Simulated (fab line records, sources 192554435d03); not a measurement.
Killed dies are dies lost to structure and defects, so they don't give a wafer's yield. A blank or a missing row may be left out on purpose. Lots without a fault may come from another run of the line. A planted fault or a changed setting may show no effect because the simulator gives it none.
Chamber matching | flow n5_finfet | N5_BEOL_M13_ETCH_67 on rie_diel-02: 4 sister chambers
The step etches SiARC in CF4, target depth 143 nm, time 238.3 s. 4 wafers are shown with their chamber, then 9 later ones without.

WAFERS WITH THEIR CHAMBER
wafer  | chamber | drypump_motor_current_A (A)
L080.6 | 3       | 5.36
L087.1 | 2       | 5.81
L087.5 | 1       | 5.66
L087.6 | 0       | 5.10

WAFERS WITHOUT THEIR CHAMBER
wafer  | drypump_motor_current_A (A)
L088.1 | 5.33
L088.4 | 5.11
L088.5 | 5.33
L091.1 | 5.84
L091.4 | 5.61
L091.5 | 5.64
L095.3 | 5.10
L095.5 | 5.65
L095.6 | 5.83

WHICH CHAMBER EACH WENT THROUGH
wafer  | from the rows above | in truth
L088.1 | 3                   | 3
L088.4 | 0                   | 0
L088.5 | 3                   | 3
L091.1 | 2                   | 2
L091.4 | 1                   | 1
L091.5 | 1                   | 1
L095.3 | 0                   | 0
L095.5 | 1                   | 1
L095.6 | 2                   | 2
Placed correctly: 9 of 9. Can't be placed from these rows: 0. Placed wrongly: 0.
How it was worked out, from the rows above alone: a wafer's distance from a chamber is the root of the sum, over the readings, of the square of ((its reading less the chamber's mean) divided by the reading's scatter). The wafer belongs to the nearest chamber; if the next one is less than 2 further off, it can't be placed. A chamber's mean is the mean of its shown wafers. The scatter: with one shown wafer a chamber, the root of the mean of the squares of how far each hidden wafer lies from its nearest shown one.
